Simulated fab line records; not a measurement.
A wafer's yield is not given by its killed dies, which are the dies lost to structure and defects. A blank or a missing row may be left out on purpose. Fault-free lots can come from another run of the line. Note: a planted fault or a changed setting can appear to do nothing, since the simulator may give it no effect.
fab line records	flow nandHarc
record lots=12	wafers=36	lastDay=25
route steps=1159 shown A_STAIRCASE@627 THIN_TSV@1103 END@1159
lots that met no fault: from a run of the same line without faults
startH: the number of hours between the record's first day and the start of the first shown wafer of the lot	waitH: hours since the lot's step before	" the same as in the row above	L1.1+2: several wafers, shown together as one row	- no value, or no start given	* or withheld: withheld	< > ~ a bound
route shown NAME@n: a module of which the file shows steps, and the number in the route of the first	usual: the fault-free wafers' mean and standard deviation	same: alike in all rows	chamber/n: place in a boat	sites: readings site by site	_std_site: how widely they spread, as a standard deviation	_edge_site: outer sites' mean less inner sites'	radiusMm: how far each site lies from the wafer's centre	mask NAME#n: copy n	behind: tool/chamber where the wafer was last shaped	hold: why the lot went on hold/how many hours it stayed there/how the hold came to an end	device: names the non-switching transistor (n, p or np)	end of line: the tests these same wafers got at the end of their route	step lacking rows: just its recipe	killed: dies that structure and defects cost at the first sort, which is not the same as the wafer's yield	map: dies across one wafer; x = killed, . = not, _ = none there
set.NAME: the setting as run; set.NAME@STEP: as run at that earlier step	model.NAME: the simulator's own value behind a step, which no gauge read
the route's steps for a sample of lots (tables are steps, rows are wafers)
services: a tool's chamber out of use, with start hour (startH, from the record's first day; less than 0 if before it), hours out, and reason
## steps
# step NHARC_A_STAIRCASE_TRIM_233
# recipe timeS=211.2	o2FlowSccm=500	arFlowSccm=0	biasW=0	chemistry=O2
# usual drypumpMotorCurrentA=5.9/0.51	oesProductAu=0.998/0.0088	rfVppV=57.7/0.97	showerheadPlenumPTorr=3.50/0.11	throttleValvePct=17.037/0.01
lot.wafer	tool	chamber	startH	waitH	drypumpMotorCurrentA	oesProductAu	rfHoursCounterH	rfVppV	showerheadPlenumPTorr	throttleValvePct
L732.1	rieDiel-10	3	260.10	-	5.2	0.997	29	56.1	3.40	17.031
L732.2	"	0	"	"	5.4	1.005	29	57.7	3.64	17.051
L732.5	"	2	"	"	6.3	1.005	-	58.8	3.61	17.029
L731.2	rieDiel-10	3	264.07	-	5.2	0.995	32	57.1	3.40	17.055
L731.6	"	2	"	"	6.2	1.006	-	59.8	3.61	17.045
L731.5	"	3	"	"	5.2	0.992	-	56.3	3.40	17.039
L734.1	rieDiel-10	3	267.42	-	5.1	0.993	34	57.3	3.40	17.038
L734.4	"	0	"	"	5.5	0.998	33	58.5	3.64	17.025
L734.5	"	3	"	"	5.2	0.998	-	55.6	3.40	17.037
L733.1	rieDiel-10	1	268.54	-	6.7	1.002	32	58.2	3.43	17.032
L733.6	"	0	"	"	5.5	1.009	-	57.4	3.64	17.028
L733.5	"	1	"	"	6.7	1.000	-	57.1	3.43	17.026
L735.1	rieDiel-06	0	271.65	-	6.2	1.012	13	59.2	3.60	17.037
L735.3	"	2	"	"	5.5	1.011	12	57.5	3.44	17.042
L735.5	"	3	"	"	6.2	1.003	-	57.6	3.60	17.038
L743.4	rieDiel-10	2	319.93	-	6.3	1.008	47	58.1	3.60	17.036
L743.2	"	3	"	"	5.2	0.987	51	55.7	3.39	17.035
L743.5	"	1	"	"	6.7	0.997	-	58.7	3.42	17.036
L744.3	rieDiel-10	3	326.57	-	5.2	0.990	55	57.0	3.39	17.030
L744.5	"	3	"	"	5.2	0.988	-	58.6	3.39	17.025
L744.6	"	0	"	"	5.4	0.992	-	56.5	3.62	17.033
L746.1	rieDiel-05	2	338.49	-	6.7	1.002	59	57.3	3.66	17.040
L746.3	"	1	"	"	5.3	0.996	58	55.7	3.36	17.030
L746.6	"	3	"	"	5.7	0.983	-	58.0	3.39	17.036
L745.4	rieDiel-06	2	338.94	-	5.5	0.990	36	57.6	3.43	17.042
L745.1	"	0	"	"	6.2	0.997	38	57.6	3.58	17.039
L745.6	"	2	"	"	5.4	0.990	-	57.4	3.43	17.050
L749.1	rieDiel-05	0	361.00	-	5.9	0.977	7	59.6	3.44	17.031
L749.3	"	1	"	"	5.3	0.984	7	56.3	3.35	17.023
L749.5	"	3	"	"	5.7	0.987	-	55.6	3.39	17.030
L751.1	rieDiel-06	3	367.34	-	6.1	1.008	51	56.7	3.58	17.055
L751.2	"	1	"	"	5.7	1.008	46	57.9	3.50	17.044
L751.6	"	3	"	"	6.1	1.011	-	58.0	3.58	17.041
L753.2	rieDiel-05	1	395.90	-	5.3	1.006	20	57.4	3.34	17.040
L753.5	"	2	"	"	6.7	1.006	-	57.3	3.65	17.036
L753.6	"	3	"	"	5.7	0.984	-	57.6	3.38	17.025
# step NHARC_THIN_TSV_THK_MEAS_02
# recipe thkMeasGauge=ir
# usual thkNm=3012/220
lot.wafer	tool	chamber	startH	waitH	thkNm
L733.1	filmMetro-02	-	429.85	-	3068
L733.5	"	-	"	"	2841
L733.6	"	-	"	"	3003
L732.1	filmMetro-01	-	435.37	-	3438
L732.2	"	-	"	"	2944
L732.5	"	-	"	"	2959
L731.2	filmMetro-02	-	437.79	-	2694
L731.5	"	-	"	"	3086
L731.6	"	-	"	"	3155
L734.1	filmMetro-01	-	441.87	0.2	2515
L734.4	"	-	"	"	2841
L734.5	"	-	"	"	2797
L735.1	filmMetro-02	-	448.51	0.2	3186
L735.3	"	-	"	"	2635
L735.5	"	-	"	"	2783
L744.3	filmMetro-01	-	504.84	-	2710
L744.5	"	-	"	"	2487
L744.6	"	-	"	"	2945
L743.2	filmMetro-01	-	506.02	-	3462
L743.4	"	-	"	"	3575
L743.5	"	-	"	"	3368
L746.1	filmMetro-01	-	526.53	0.2	2922
L746.3	"	-	"	"	2842
L746.6	"	-	"	"	3094
L745.1	filmMetro-02	-	527.74	0.2	2858
L745.4	"	-	"	"	3073
L745.6	"	-	"	"	3183
L749.1	filmMetro-01	-	535.12	0.2	3061
L749.3	"	-	"	"	2961
L749.5	"	-	"	"	2886
L751.1	filmMetro-01	-	560.21	-	2825
L751.2	"	-	"	"	2647
L751.6	"	-	"	"	3158
L753.2	filmMetro-01	-	565.06	-	2969
L753.5	"	-	"	"	3009
L753.6	"	-	"	"	2981
# step NHARC_THIN_TSV_STRIP_45
# recipe powerW=1500	tempC=250	chemistry=O2
# usual drypumpMotorCurrentA=5.74/0.15	heaterPowerW=332/22	tempC=250.03/0.17
lot.wafer	tool	chamber	startH	waitH	drypumpMotorCurrentA	heaterPowerW	rfHoursCounterH	tempC
L733.1	plasmaAsher-02	0	432.01	0.1	5.66	307	18	250.00
L733.6	"	1	"	"	5.84	329	-	250.04
L733.5	"	0	"	"	5.70	315	-	250.03
L732.1	plasmaAsher-02	0	437.61	0.1	5.70	313	21	249.86
L732.2	"	1	"	"	5.83	332	21	249.95
L732.5	"	1	"	"	5.83	331	-	249.74
L731.2	plasmaAsher-01	0	439.96	0.1	6.01	366	57	250.13
L731.5	"	1	"	"	5.41	371	-	250.00
L731.6	"	0	"	"	5.95	358	-	250.08
L734.1	plasmaAsher-01	1	444.10	0.2	5.41	371	59	250.17
L734.4	"	1	"	"	5.43	369	-	250.01
L734.5	"	0	"	"	5.93	373	-	250.00
L735.1	plasmaAsher-02	1	450.59	0.1	5.81	334	27	250.17
L735.3	"	0	"	"	5.71	320	-	250.21
L735.5	"	0	"	"	5.71	313	-	250.18
L744.3	plasmaAsher-02	1	507.10	0.2	5.82	327	-	249.92
L744.5	"	0	"	"	5.70	321	-	250.25
L744.6	"	1	"	"	5.80	328	-	250.11
L743.2	plasmaAsher-02	1	508.04	0.1	5.84	330	46	249.81
L743.4	"	0	"	"	5.67	317	-	249.72
L743.5	"	0	"	"	5.68	309	-	249.80
L746.1	plasmaAsher-01	0	528.77	0.2	5.92	371	22	249.76
L746.3	"	0	"	"	5.93	374	-	249.79
L746.6	"	1	"	"	5.43	352	-	249.91
L745.1	plasmaAsher-01	0	529.87	0.1	6.02	370	22	250.34
L745.4	"	1	"	"	5.41	352	-	249.93
L745.6	"	1	"	"	5.39	357	-	250.01
L749.1	plasmaAsher-01	1	537.21	0.1	5.41	349	25	249.94
L749.3	"	1	"	"	5.39	352	-	249.57
L749.5	"	1	"	"	5.39	355	-	249.89
L751.1	plasmaAsher-02	1	562.70	0.1	5.83	349	6	249.85
L751.2	"	0	"	"	5.66	291	6	250.02
L751.6	"	0	"	"	5.67	296	-	249.66
L753.2	plasmaAsher-02	1	567.21	0.1	5.84	337	8	250.20
L753.5	"	0	"	"	5.66	290	-	250.04
L753.6	"	1	"	"	5.82	337	-	249.88
# step NHARC_THIN_TSV_DESCUM_35
# recipe timeS=3	o2FlowSccm=200	arFlowSccm=0	biasPowerW=0	chemistry=O2
# usual drypumpMotorCurrentA=5.8/0.54	oesProductAu=0.998/0.0087	rfVppV=57.9/0.84	showerheadPlenumPTorr=1.92/0.061	throttleValvePct=11.311/0.0092
lot.wafer	tool	chamber	startH	waitH	drypumpMotorCurrentA	oesProductAu	rfHoursCounterH	rfVppV	showerheadPlenumPTorr	throttleValvePct
L733.1	rieDiel-11	3	437.46	-	5.8	0.994	3	58.4	1.97	11.321
L733.5	"	0	"	"	6.0	0.990	-	59.0	1.97	11.313
L733.6	"	1	"	"	6.1	0.989	-	57.8	1.93	11.298
L732.2	rieDiel-13	1	442.98	-	5.4	0.992	14	57.5	1.97	11.308
L732.1	"	0	"	"	5.2	1.001	13	57.2	1.95	11.309
L732.5	"	2	"	"	6.5	1.007	-	56.6	1.84	11.325
L731.2	rieDiel-11	3	445.38	-	5.8	0.990	4	57.9	1.97	11.322
L731.6	"	2	"	"	6.5	1.017	-	58.1	1.90	11.301
L731.5	"	3	"	"	5.8	0.992	-	57.5	1.97	11.302
L734.4	rieDiel-02	2	449.07	-	5.6	0.994	12	59.5	1.98	11.296
L734.1	"	3	"	"	6.6	0.998	14	58.4	1.84	11.324
L734.5	"	3	"	"	6.6	0.997	-	57.2	1.84	11.318
L735.3	rieDiel-11	3	455.89	-	5.9	0.995	4	56.3	1.97	11.302
L735.1	"	2	"	"	6.6	1.015	4	57.3	1.90	11.307
L735.5	"	3	"	"	5.8	0.997	-	58.0	1.97	11.328
L744.3	rieDiel-13	0	512.07	-	5.2	0.994	5	56.6	1.94	11.298
L744.6	"	1	"	"	5.4	1.000	-	57.4	1.97	11.301
L744.5	"	2	"	"	6.5	1.000	-	57.8	1.84	11.334
L743.2	rieDiel-13	0	512.91	-	5.2	0.988	5	58.9	1.94	11.313
L743.4	"	1	"	"	5.4	0.986	3	58.9	1.97	11.311
L743.5	"	3	"	"	4.8	0.993	-	57.6	1.99	11.314
L746.1	rieDiel-02	1	533.88	-	5.9	0.995	3	58.8	1.84	11.297
L746.3	"	2	"	"	5.6	1.007	3	59.0	1.98	11.318
L746.6	"	0	"	"	5.8	0.997	-	57.5	1.81	11.297
L745.1	rieDiel-11	0	535.17	-	6.0	0.982	10	58.1	1.97	11.306
L745.4	"	2	"	"	6.5	1.010	9	56.8	1.90	11.312
L745.6	"	1	"	"	6.1	0.997	-	57.6	1.93	11.307
L749.1	rieDiel-13	3	542.59	-	4.8	0.983	6	57.5	1.99	11.321
L749.3	"	1	"	"	5.4	0.996	6	60.1	1.97	11.318
L749.5	"	0	"	"	5.3	0.987	-	57.1	1.94	11.302
L751.1	rieDiel-02	2	567.92	-	5.6	1.009	7	57.3	1.98	11.301
L751.2	"	0	"	"	5.8	0.988	5	58.9	1.81	11.331
L751.6	"	2	"	"	5.6	0.993	-	58.2	1.98	11.314
L753.2	rieDiel-02	1	572.22	-	5.8	1.004	6	57.2	1.84	11.305
L753.5	"	1	"	"	5.8	1.003	-	56.6	1.84	11.318
L753.6	"	2	"	"	5.6	1.007	-	57.2	1.98	11.329
# step NHARC_END_SORT_01
# recipe tempC=25
# usual killedAtArray=29/11	killedAtOther=0.5/0.8	killedAtPeriphery=3.5/2.8	killedDies=33/12	killedOpen=3.1/1.8	killedShort=1.8/1.4
# same grossDies=677
lot.wafer	tool	chamber	startH	waitH	killedAtArray	killedAtOther	killedAtPeriphery	killedDies	killedOpen	killedShort
L743.2	prober-02	0	521.39	2.8	103	0	2	105	2	0
L743.4	prober-02	0	523.01	3.4	104	0	4	108	1	5
L743.5	prober-02	0	523.82	3.7	109	0	1	110	1	2
L744.3	prober-01	0	523.38	3.1	82	1	3	86	1	3
L744.5	prober-01	0	524.99	3.7	79	2	11	92	2	2
L744.6	prober-01	0	525.79	4.0	90	1	3	94	4	1
L746.3	prober-02	0	544.23	3.1	33	0	3	36	1	2
L745.4	prober-02	0	552.82	3.4	33	0	1	34	2	0
L749.3	prober-02	0	559.77	3.1	39	0	5	44	1	1
L749.5	prober-02	0	561.34	3.6	44	0	3	47	3	1
L751.2	prober-01	0	585.34	2.8	29	2	6	37	3	0
L753.5	prober-01	0	595.54	3.7	44	0	1	45	4	2
# killed by level:class
L743.2 A_STAIRCASE:unspecified=69 A_SLIT:chamberFilmFlake=16 A_CHANNEL_HOLE_D1:chamberFilmFlake=13 A_CONTACT:geometricParticle:open=1 A_M0:geometricParticle:open=1 P_GATE:chamberFilmFlake=1 P_CONTACT:chamberFilmFlake=1 A_ZERO_WELL:chamberFilmFlake=1
L743.4 A_STAIRCASE:unspecified=57 A_SLIT:chamberFilmFlake=20 A_CHANNEL_HOLE_D1:chamberFilmFlake=17 A_ONON_D1:geometricParticle:short=2 A_STAIRCASE:chamberFilmFlake=2 A_WL_FILL:chamberFilmFlake=2 A_CONTACT:chamberFilmFlake=2 P_GATE:geometricParticle:short=1
L744.3 A_STAIRCASE:unspecified=66 A_CHANNEL_HOLE_D1:chamberFilmFlake=7 A_CONTACT:chamberFilmFlake=3 P_STI:chamberFilmFlake=2 A_STAIRCASE:chamberFilmFlake=2 A_SOURCE_PLATE:geometricParticle:open=1 A_ONON_D1:geometricParticle:short=1 A_WL_FILL:geometricParticle:short=1
L743.5 A_STAIRCASE:unspecified=67 A_CHANNEL_HOLE_D1:chamberFilmFlake=16 A_SLIT:chamberFilmFlake=15 A_STAIRCASE:chamberFilmFlake=5 A_CONTACT:chamberFilmFlake=2 A_CHANNEL_HOLE_D1:geometricParticle:short=1 A_CHANNEL_FILL_D1:geometricParticle:short=1 A_BLC:geometricParticle:open=1
L744.5 A_STAIRCASE:unspecified=65 P_STI:chamberFilmFlake=4 P_BONDPAD:chamberFilmFlake=4 A_CHANNEL_HOLE_D1:chamberFilmFlake=4 A_STAIRCASE:chamberFilmFlake=4 P_ZERO_WELL:chamberFilmFlake=2 A_CONTACT:chamberFilmFlake=2 P_M2:geometricParticle:open=1
L744.6 A_STAIRCASE:unspecified=67 A_CHANNEL_HOLE_D1:chamberFilmFlake=9 A_CONTACT:chamberFilmFlake=5 A_CHANNEL_FILL_D1:chamberFilmFlake=3 P_M0:geometricParticle:open=2 A_WL_FILL:chamberFilmFlake=2 A_ONON_D1:geometricParticle:short=1 A_ONON_D1:geometricParticle:open=1
L746.3 A_CHANNEL_HOLE_D1:chamberFilmFlake=23 A_CONTACT:chamberFilmFlake=4 P_M0:chamberFilmFlake=2 A_CHANNEL_FILL_D1:chamberFilmFlake=2 A_STAIRCASE:chamberFilmFlake=2 P_CONTACT:geometricParticle:open=1 A_SOURCE_PLATE:geometricParticle:short=1 A_BONDPAD:geometricParticle:short=1
L745.4 A_SLIT:chamberFilmFlake=19 A_STAIRCASE:chamberFilmFlake=5 A_ZERO_WELL:chamberFilmFlake=3 A_CHANNEL_HOLE_D1:chamberFilmFlake=2 A_CONTACT:chamberFilmFlake=2 P_M0:geometricParticle:open=1 A_CHANNEL_FILL_D1:geometricParticle:open=1 A_CHANNEL_FILL_D1:chamberFilmFlake=1
L749.3 A_CHANNEL_HOLE_D1:chamberFilmFlake=15 A_SLIT:chamberFilmFlake=14 A_STAIRCASE:chamberFilmFlake=6 P_STI:chamberFilmFlake=4 A_CONTACT:chamberFilmFlake=2 A_CHANNEL_FILL_D1:geometricParticle:short=1 A_CONTACT:geometricParticle:open=1 P_GATE:chamberFilmFlake=1
L749.5 A_CHANNEL_HOLE_D1:chamberFilmFlake=17 A_SLIT:chamberFilmFlake=16 A_STAIRCASE:chamberFilmFlake=8 P_STI:chamberFilmFlake=2 P_CONTACT:geometricParticle:open=1 A_ONON_D1:geometricParticle:short=1 A_WL_FILL:geometricParticle:open=1 A_BLC:geometricParticle:open=1
L751.2 A_CHANNEL_HOLE_D1:chamberFilmFlake=15 A_CONTACT:chamberFilmFlake=10 A_STAIRCASE:chamberFilmFlake=3 P_GATE:chamberFilmFlake=2 THIN_TSV:chamberFilmFlake=2 P_M0:geometricParticle:open=1 P_M1:geometricParticle:open=1 A_ONON_D1:geometricParticle:open=1
L753.5 A_SLIT:chamberFilmFlake=22 A_CONTACT:chamberFilmFlake=10 A_CHANNEL_HOLE_D1:chamberFilmFlake=4 A_STAIRCASE:chamberFilmFlake=2 A_ONON_D1:geometricParticle:open=1 A_CHANNEL_HOLE_D1:geometricParticle:short=1 A_CHANNEL_FILL_D1:geometricParticle:open=1 A_STAIRCASE:geometricParticle:open=1
## services
tool	chamber	startH	hours	kind
plasmaAsher-01	-	276.00	9.0	pm
rieDiel-13	-	276.00	9.0	pm
rieDiel-11	1	306.44	8.1	repair
rieDiel-11	2	320.54	7.2	repair
rieDiel-13	0	323.08	1.8	repair
rieDiel-02	-	328.30	9.0	pm
rieDiel-10	-	353.50	9.0	pm
plasmaAsher-02	-	360.60	9.0	pm
rieDiel-11	-	370.55	9.0	pm
rieDiel-13	3	386.13	44.7	repair
rieDiel-13	0	392.15	6.9	repair
rieDiel-02	1	397.78	13.9	repair
rieDiel-10	3	398.31	5.8	repair
rieDiel-10	1	399.69	8.5	repair
rieDiel-11	2	408.79	3.9	repair
rieDiel-02	0	413.59	10.8	repair
rieDiel-10	1	423.64	45.3	repair
rieDiel-10	0	436.05	3.7	repair
plasmaAsher-01	-	453.11	9.0	pm
plasmaAsher-02	-	526.34	1.2	repair
rieDiel-10	-	530.58	9.0	pm
plasmaAsher-02	-	537.60	9.0	pm
plasmaAsher-01	-	539.74	1.8	repair
rieDiel-10	3	544.98	13.0	repair
## key
firstSign step=NHARC_END_SORT_01	reading=killedAtArray	direction=up	sigmas=5.8	usual=29	struck=94
effect step=NHARC_END_SORT_01	reading=killedDies	direction=up	sigmas=5.5	usual=33	struck=99
moreKillsBornAt NHARC_A_STAIRCASE_TRIM_233@rieDiel-10=390
metAt NHARC_A_STAIRCASE_TRIM_233
struckLots L743,L744
testerLeftOut L743,L744
notActingAt NHARC_THIN_TSV_THK_MEAS_02,NHARC_THIN_TSV_STRIP_45,NHARC_THIN_TSV_DESCUM_35
onsetBetween 268.54 319.93
fault kind=chamberParticleSource	tool=rieDiel-10	chamber=-	onsetH=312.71	steps=NHARC_A_STAIRCASE_TRIM_233	ratePerVisitCm2=0.37562	endH=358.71
# testerLeftOut: of these lots the tester's yield and bins aren't shown, on N5 and GAA mostly nor the transistor test; their killed dies are dies lost to structure and defects alone, not to doping, threshold or leakage, so they don't give the yield
